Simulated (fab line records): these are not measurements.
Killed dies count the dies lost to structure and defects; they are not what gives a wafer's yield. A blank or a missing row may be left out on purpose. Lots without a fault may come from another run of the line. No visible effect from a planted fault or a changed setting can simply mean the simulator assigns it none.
Matching of chambers	flow n5-finfet	3 sister chambers for N5_BEOL_M8_CURE_75 on uv-cure-03
The step cures SiCOH lowk, time 120 s. 6 wafers are shown with their chamber, then 7 later ones without.

EACH WAFER AND ITS CHAMBER
wafer	chamber	wafer_temp_C_max	lamp-power-pct (%)
L087.3	0	372.5	52.30
L087.6	0	372.5	52.26
L091.5	1	371.7	52.41
L091.6	1	372.3	52.30
L092.2	2	371.6	52.36
L092.3	2	371.8	52.34

WAFERS MISSING THEIR CHAMBER
wafer	wafer_temp_C_max	lamp-power-pct (%)
L092.6	372.0	52.31
L095.1	373.3	52.37
L095.4	372.2	52.27
L095.5	371.7	52.38
L097.2	371.8	52.35
L097.3	371.8	52.24
L097.5	371.7	52.35

WHICH CHAMBER EACH ONE RAN IN
wafer	from the rows above	in truth
L092.6	can't be placed: 1 or 2 or 0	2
L095.1	can't be placed: 0 or 1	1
L095.4	can't be placed: 0 or 1 or 2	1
L095.5	can't be placed: 2 or 1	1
L097.2	can't be placed: 2 or 1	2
L097.3	can't be placed: 2 or 1 or 0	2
L097.5	can't be placed: 2 or 1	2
Placed correctly: 0 of 7. Cannot be placed on the basis of these rows: 7; the candidates contain the true chamber in 7. 0 placed wrongly.
How it was worked out, from the rows above alone: a wafer's distance from a chamber is the root of the sum, over the readings, of the square of ((its reading less the chamber's mean) divided by the reading's scatter). If the next closest chamber is less than 2 further off than the closest, the wafer can't be placed; otherwise it belongs to the closest. Each chamber's mean is taken over the wafers shown for it. How the scatter is found: for the shown wafers, subtract from each reading the mean of its chamber, square and add these, divide the total by (wafers less chambers), then take the root.
